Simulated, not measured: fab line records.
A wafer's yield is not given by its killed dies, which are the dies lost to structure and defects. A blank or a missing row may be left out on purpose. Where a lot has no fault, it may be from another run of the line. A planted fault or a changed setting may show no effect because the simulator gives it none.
Split-lot trial	flow n5-finfet	route with 1938 steps; 7 lots, 39 wafers read

SPLIT DETAILS
At N5_BEOL_M6_ALD_77 (deposits TaN, target thk 2 nm, pulse time 2 s, purge time 3 s), the setting ald-cycles was moved away from the recipe's 40 on 12 of the 39 wafers read, by -42.5% to +47.5%. For the rest of the wafers, this setting stayed at what the recipe calls for.

The reading comes from the split's own step.

THE READING
TaN_of_BEOL_M6_ALD_77.thk-nm (the simulator's own value, which no gauge read), in nm, at N5_BEOL_M6_ALD_77 (deposits TaN, target thk 2 nm, pulse time 2 s, purge time 3 s). No usual value for it is given in the file.

wafer	tool, chamber at the split	ald-cycles as run	against the recipe	TaN_of_BEOL_M6_ALD_77.thk-nm, nm	against lot-mates on the recipe
L078.1	ald-metal-01, 3,0,0	24	-40.0%	1.2	-0.8
L078.2	ald-metal-01, 3,0,0	24	-40.0%	1.2	-0.8
L078.6	ald-metal-01, 3,0,0	24	-40.0%	1.2	-0.8
L078.3	ald-metal-01, 2,1,1	40	recipe	2	-
L078.4	ald-metal-01, 2,1,1	40	recipe	2	-
L078.5	ald-metal-01, 2,1,1	40	recipe	2	-
L079.1	ald-metal-02, 0,0,3	40	recipe	2	-
L079.5	ald-metal-02, 0,0,3	40	recipe	2	-
L079.6	ald-metal-02, 0,0,3	40	recipe	2	-
L079.2	ald-metal-02, 1,3,2	23	-42.5%	1.2	-0.8
L079.3	ald-metal-02, 1,3,2	23	-42.5%	1.2	-0.8
L079.4	ald-metal-02, 1,3,2	23	-42.5%	1.2	-0.8
L082.1	ald-metal-01, 0,1,2	40	recipe	2	-
L082.3	ald-metal-01, 0,1,2	40	recipe	2	-
L082.6	ald-metal-01, 0,1,2	40	recipe	2	-
L082.2	ald-metal-01, 2,3,1	31	-22.5%	1.6	-0.4
L082.4	ald-metal-01, 2,3,1	31	-22.5%	1.6	-0.4
L082.5	ald-metal-01, 2,3,1	31	-22.5%	1.6	-0.4
L083.1	ald-metal-01, 1,3,0	59	+47.5%	3	+1.0
L083.2	ald-metal-01, 1,3,0	59	+47.5%	3	+1.0
L083.3	ald-metal-01, 1,3,0	59	+47.5%	3	+1.0
L083.4	ald-metal-01, 2,0,3	40	recipe	2	-
L083.5	ald-metal-01, 2,0,3	40	recipe	2	-
L083.6	ald-metal-01, 2,0,3	40	recipe	2	-
L087.3	ald-metal-04, 3,3,0	40	recipe	2	-
L087.5	ald-metal-04, 3,3,0	40	recipe	2	-
L087.6	ald-metal-04, 3,3,0	40	recipe	2	-
L094.1	ald-metal-02, 3,1,0,1,0,3	40	recipe	2	-
L094.2	ald-metal-02, 3,1,0,1,0,3	40	recipe	2	-
L094.3	ald-metal-02, 3,1,0,1,0,3	40	recipe	2	-
L094.4	ald-metal-02, 3,1,0,1,0,3	40	recipe	2	-
L094.5	ald-metal-02, 3,1,0,1,0,3	40	recipe	2	-
L094.6	ald-metal-02, 3,1,0,1,0,3	40	recipe	2	-
L093.1	ald-metal-02, 3,0,1,3,0,1	40	recipe	2	-
L093.2	ald-metal-02, 3,0,1,3,0,1	40	recipe	2	-
L093.3	ald-metal-02, 3,0,1,3,0,1	40	recipe	2	-
L093.4	ald-metal-02, 3,0,1,3,0,1	40	recipe	2	-
L093.5	ald-metal-02, 3,0,1,3,0,1	40	recipe	2	-
L093.6	ald-metal-02, 3,0,1,3,0,1	40	recipe	2	-
Rows listing several chambers each stand for several wafers; the file does not say which wafer went through which chamber.

THE FIT
A straight line over all 39 wafers: TaN_of_BEOL_M6_ALD_77.thk-nm changes by +0.02 nm for each +1% of ald-cycles; r = +1.00; the points scatter about the line by 0.022 nm.
The same after taking each lot's own level away (the mean of its wafers on the recipe; 39 wafers): +0.02 nm for each +1%; r = +1.00; scatter 0.022 nm.
The reading moves by 0.95 nm for the largest change in ald-cycles, on that fit.
The lots' own levels span 2.00 to 2.00 nm.
So the lot-to-lot level changes the slope little: the two slopes agree.
Check: +0.951 nm against its lot-mates is what the line predicts for one of the wafers moved furthest among these (+47.5%) when that wafer is left out of the fit. It came out at +1 nm against them.

OTHER SPLITS ON THESE WAFERS
Before the reading, these wafers also passed through other splits. Each is held against what the fit with the lots' levels taken away leaves over:
other split on the same wafers	wafers away from the commonest value	r with TaN_of_BEOL_M6_ALD_77.thk-nm (lot level and that fit taken away)
N5_STI_FIN_REVEAL_ETCHBACK_08 time-s	9	-0.17
N5_HKMG_FIN_HK_ALD_01 ald-cycles	12	+0.03
N5_BEOL_M0_SAQP_ALD_48 ald-cycles	9	-0.33
N5_BEOL_M1_ILD_DEP_00 target-thk-a	15	+0.34

THE FILE'S OWN FIT
TaN_of_BEOL_M6_ALD_77.thk-nm changes by +0.0199 nm for each +1% of ald-cycles, r = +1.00.
